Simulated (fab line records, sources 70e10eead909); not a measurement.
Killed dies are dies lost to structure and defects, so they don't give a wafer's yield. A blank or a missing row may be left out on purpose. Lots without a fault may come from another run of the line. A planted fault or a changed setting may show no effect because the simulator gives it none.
Chamber matching | flow nand_harc | NHARC_A_STAIRCASE_DEP_280 on pecvd-03: 3 sister chambers
The step deposits SiON, target thk 30 nm. 22 wafers are shown with their chamber, then 11 later ones without.

WAFERS WITH THEIR CHAMBER
wafer  | chamber | heater_power_w (W)
L077.1 | 2       | 684
L077.4 | 2       | 685
L077.5 | 0       | 573
L078.3 | 0       | 566
L078.5 | 0       | 572
L078.6 | 2       | 684
L080.3 | 2       | 668
L080.4 | 0       | 673
L080.6 | 2       | 668
L083.1 | 1       | 784
L083.3 | 0       | 603
L083.6 | 0       | 588
L085.2 | 0       | 571
L085.3 | 2       | 653
L085.6 | 0       | 587
L084.1 | 0       | 584
L084.2 | 1       | 838
L084.5 | 2       | 660
L087.3 | 0       | 664
L087.4 | 0       | 681
L087.6 | 1       | 841
L088.4 | 2       | 587

SIGNATURES (means of the wafers above)
reading        | chamber 0 | chamber 1 | chamber 2 | scatter within a chamber
heater_power_w | 605.64    | 821.00    | 661.12    | 39.1
Rule: a wafer's distance from a chamber is the root of the sum, over the readings, of the square of ((its reading less the chamber's mean) divided by the reading's scatter). The wafer belongs to the nearest chamber; if the next one is less than 2 further off, it can't be placed. The scatter: the root of (the sum of the squares of (reading less its chamber's mean) over the shown wafers, divided by (wafers less chambers)).

WAFERS WITHOUT THEIR CHAMBER
wafer  | heater_power_w (W)
L088.5 | 833
L088.6 | 590
L092.1 | 689
L092.2 | 629
L092.3 | 654
L091.1 | 668
L091.4 | 678
L091.5 | 762
L096.1 | 542
L096.2 | 725
L096.5 | 903

WHICH CHAMBER EACH WENT THROUGH
wafer  | from the rows above          | in truth
L088.5 | 1                            | 1
L088.6 | can't be placed: 0 or 2      | 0
L092.1 | can't be placed: 2 or 0      | 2
L092.2 | can't be placed: 0 or 2      | 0
L092.3 | can't be placed: 2 or 0      | 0
L091.1 | can't be placed: 2 or 0      | 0
L091.4 | can't be placed: 2 or 0      | 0
L091.5 | can't be placed: 1 or 2      | 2
L096.1 | can't be placed: 0 or 2      | 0
L096.2 | can't be placed: 2 or 1 or 0 | 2
L096.5 | 1                            | 1
Placed correctly: 2 of 11. Can't be placed from these rows: 9 (the true chamber is among the candidates in 9). Placed wrongly: 0.
